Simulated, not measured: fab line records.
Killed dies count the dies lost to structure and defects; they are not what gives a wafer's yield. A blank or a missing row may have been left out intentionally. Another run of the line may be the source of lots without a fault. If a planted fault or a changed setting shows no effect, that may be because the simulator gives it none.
Comparing a struck lot with a sound one | flow nand_harc | 14 steps out of a route of 1302
Sound: the wafers L235.1, L235.3, L235.6. Struck: wafer L244.2 (left out: L244.5, a lot-mate that was not struck); the cause follows at the end.
Order at every step that has rows: each side's tool, ch and its chambers, its first start. Under that, the readings that differ: sound wafers | struck wafers | difference of the means | sigmas: that difference in standard deviations of wafers without a fault.
alike: readings whose means differ by less than 2 such deviations, and words and numbers that are the same on both sides. not compared: withheld readings, readings that some wafer has no value for, bounds like >300 that may hide the same value, and numbers for which the record gives no deviation and whose values overlap.
The two part at a step that has a row with sigmas, a row that says differs or no value, or rows on one side only. When numbers do not overlap yet have no deviation, they are printed without sigmas and do not part them. A reading missing from all wafers of one side parts the sides only when that side holds two or more wafers.

NHARC_A_WL_FILL_CVD_03: deposits W, target thk 40 nm, time 279 s.
  sound on cvd_w-02 ch 1, day 24 05:27; struck on cvd_w-02 ch 1, day 28 09:05
  alike: heater_power_w, mfc_h2_sccm, throttle_valve_pct
NHARC_A_WL_FILL_ETCHBACK_04: etches the open film in NF3, target depth 60 nm, time 120 s.
  sound on rie_metal-03 ch 0,1, day 24 05:49; struck on rie_metal-02 ch 0, day 28 09:31
  alike: drypump_motor_current_A, oes_product_au, run_length_s
  not compared: rf_hours_counter_h
then, 1 step without rows for these wafers: NHARC_A_WL_FILL_ETCHBACK_05 (etches the open film in Cl2/BCl3, target depth 22 nm, time 60 s).
NHARC_A_WL_FILL_STRIP_27: strips in N2/H2, time 20 s.
  sound on plasma_asher-02 ch 1, day 24 06:09; struck on plasma_asher-01 ch 0, day 28 10:07
  reading                     | sound       | struck | difference | sigmas
  drypump_motor_current_A (A) | 5.0 5.0 5.0 | 6.0    | +1.0       | +2
  alike: heater_power_w
  not compared: rf_hours_counter_h
then, 5 steps without rows for these wafers: NHARC_A_WL_FILL_STRIP_28 (strips in post etch residue remover, time 1200 s); NHARC_A_WL_FILL_PRECLEAN_06 (cleans in DIW, time 300 s); NHARC_A_WL_FILL_SRD_07; NHARC_A_WL_FILL_ANNEAL_08 (time 1800 s); NHARC_A_WL_FILL_ALD_10 (deposits SiO2, target thk 50 nm, pulse time 10 s, ald cycles 500).
NHARC_A_WL_FILL_ETCHBACK_16: etches the open film in C4F8/O2/Ar, target depth 120 nm, time 24 s.
  sound on rie_diel-08 ch 0,1,3; struck on rie_diel-08 ch 0
  alike: oes_product_au, rf_vpp_V, run_length_s
  not compared: rf_hours_counter_h
NHARC_A_WL_FILL_STRIP_29: strips in O2, time 20 s.
  sound on rie_diel-08 ch 1,2,3, day 24 16:18; struck on rie_diel-08 ch 3, day 28 20:14
  alike: drypump_motor_current_A, oes_product_au, rf_vpp_V, showerhead_plenum_p_Torr, throttle_valve_pct
  not compared: rf_hours_counter_h
NHARC_A_WL_FILL_ETCHBACK_17: etches the open film in Cl2/BCl3, target depth 4 nm, time 26.7 s.
  sound on rie_metal-02 ch 0,1, day 24 16:24; struck on rie_metal-01 ch 1, day 28 20:20
  reading          | sound             | struck | difference | sigmas
  run_length_s (s) | 48.03 47.76 47.61 | 49.56  | +1.76      | +6
  alike: drypump_motor_current_A, oes_product_au
  not compared: rf_hours_counter_h
then, 1 step without rows for these wafers: NHARC_A_WL_FILL_PRECLEAN_18 (cleans in dHF, time 30 s).
NHARC_END_SORT_01:
  the record has rows for the sound wafers here (prober-01 ch 0, day 28 01:07) and none for the struck ones

## WHERE THEY PART
First at NHARC_A_WL_FILL_STRIP_27; last, within this record, at NHARC_END_SORT_01.

WHY: what had been put in by the simulator
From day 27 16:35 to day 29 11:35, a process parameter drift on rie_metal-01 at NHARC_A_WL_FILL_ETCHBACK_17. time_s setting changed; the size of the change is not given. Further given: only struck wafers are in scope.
